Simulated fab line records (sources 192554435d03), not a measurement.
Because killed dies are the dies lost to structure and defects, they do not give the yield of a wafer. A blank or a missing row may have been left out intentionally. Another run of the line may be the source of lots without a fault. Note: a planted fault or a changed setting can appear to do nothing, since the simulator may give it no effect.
Chamber matching	flow n5_finfet	N5_BEOL_M1_ETCH_64 on rie_diel-03: 4 sister chambers
The step etches SOC in N2/H2, target depth 75 nm, overetch 15 nm, time 112.5 s. 4 wafers are shown with their chamber, then 8 later ones without.

WAFERS PAIRED WITH THEIR CHAMBERS
wafer	chamber	showerhead_plenum_p_Torr (Torr)
L078.6	2	2.57
L089.2	3	2.50
L089.3	0	2.41
L092.3	1	2.62

WAFERS WITHOUT THEIR CHAMBER
wafer	showerhead_plenum_p_Torr (Torr)
L092.4	2.41
L092.5	2.56
L094.1	2.41
L094.2	2.62
L094.4	2.62
L095.1	2.62
L095.3	2.56
L095.4	2.62

CHAMBER TAKEN BY EACH
wafer	from the rows above	in truth
L092.4	0	0
L092.5	2	2
L094.1	0	0
L094.2	1	1
L094.4	1	1
L095.1	1	1
L095.3	2	2
L095.4	1	1
Correctly placed: 8 of 8. Not placeable from these rows: 0. Wrongly placed: 0.
How it was worked out, from the rows above alone: a wafer's distance from a chamber is the root of the sum, over the readings, of the square of ((its reading less the chamber's mean) divided by the reading's scatter). If the next closest chamber is less than 2 further off than the closest, the wafer can't be placed; otherwise it belongs to the closest. A chamber's mean is the mean of its shown wafers. The scatter: root of mean squared gap, hidden wafer to nearest shown wafer, with one shown wafer a chamber.
